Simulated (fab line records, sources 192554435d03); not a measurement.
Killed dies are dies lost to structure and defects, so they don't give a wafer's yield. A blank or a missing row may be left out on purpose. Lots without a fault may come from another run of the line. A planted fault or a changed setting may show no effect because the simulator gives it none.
Chamber matching | flow n5_finfet | N5_BEOL_M9_CURE_71 on uv_cure-03: 3 sister chambers
The step cures SiCOH lowk, time 240 s. 27 wafers are shown with their chamber, then 12 later ones without.

WAFERS WITH THEIR CHAMBER
wafer  | chamber | wafer_temp_C_max | lamp_power_pct (%)
L079.1 | 0       | 386.7            | 52.31
L079.3 | 0       | 386.9            | 52.36
L079.5 | 0       | 386.8            | 52.24
L081.1 | 2       | 387.2            | 52.23
L081.3 | 2       | 387.8            | 52.32
L081.6 | 2       | 387.2            | 52.30
L077.1 | 1       | 387.4            | 52.25
L077.3 | 1       | 387.2            | 52.26
L077.6 | 1       | 386.8            | 52.23
L077.2 | 1       | 387.1            | 52.39
L077.4 | 1       | 387.0            | 52.31
L077.5 | 1       | 387.1            | 52.33
L078.1 | 1       | 386.7            | 52.28
L078.4 | 1       | 388.4            | 52.17
L078.5 | 1       | 387.7            | 52.16
L078.2 | 1       | 387.6            | 52.27
L078.3 | 1       | 387.3            | 52.31
L078.6 | 1       | 387.8            | 52.38
L083.1 | 1       | 388.4            | 52.33
L083.2 | 1       | 387.6            | 52.20
L083.4 | 1       | 387.9            | 52.43
L083.3 | 1       | 388.2            | 52.25
L083.5 | 1       | 387.9            | 52.38
L083.6 | 1       | 387.6            | 52.37
L084.2 | 0       | 386.5            | 52.41
L084.5 | 0       | 387.2            | 52.28
L084.6 | 0       | 387.1            | 52.45

SIGNATURES (means of the wafers above)
reading          | chamber 0 | chamber 1 | chamber 2 | scatter within a chamber
wafer_temp_C_max | 386.867   | 387.539   | 387.400   | 0.455
lamp_power_pct   | 52.3417   | 52.2944   | 52.2833   | 0.0763
Rule: a wafer's distance from a chamber is the root of the sum, over the readings, of the square of ((its reading less the chamber's mean) divided by the reading's scatter). The wafer belongs to the nearest chamber; if the next one is less than 2 further off, it can't be placed. The scatter: the root of (the sum of the squares of (reading less its chamber's mean) over the shown wafers, divided by (wafers less chambers)).

WAFERS WITHOUT THEIR CHAMBER
wafer  | wafer_temp_C_max | lamp_power_pct (%)
L088.1 | 388.0            | 52.30
L088.2 | 387.9            | 52.26
L088.3 | 388.1            | 52.41
L090.1 | 388.8            | 52.37
L090.2 | 388.2            | 52.32
L090.6 | 387.7            | 52.31
L091.1 | 387.0            | 52.26
L091.4 | 387.5            | 52.30
L091.5 | 387.7            | 52.32
L097.2 | 386.6            | 52.28
L097.3 | 386.7            | 52.29
L097.6 | 386.6            | 52.32

WHICH CHAMBER EACH WENT THROUGH
wafer  | from the rows above          | in truth
L088.1 | can't be placed: 1 or 2 or 0 | 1
L088.2 | can't be placed: 1 or 2 or 0 | 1
L088.3 | can't be placed: 1 or 2 or 0 | 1
L090.1 | can't be placed: 1 or 2 or 0 | 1
L090.2 | can't be placed: 1 or 2 or 0 | 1
L090.6 | can't be placed: 1 or 2 or 0 | 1
L091.1 | can't be placed: 2 or 0 or 1 | 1
L091.4 | can't be placed: 1 or 2 or 0 | 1
L091.5 | can't be placed: 1 or 2 or 0 | 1
L097.2 | can't be placed: 0 or 2 or 1 | 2
L097.3 | can't be placed: 0 or 2 or 1 | 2
L097.6 | can't be placed: 0 or 2 or 1 | 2
Placed correctly: 0 of 12. Can't be placed from these rows: 12 (the true chamber is among the candidates in 12). Placed wrongly: 0.
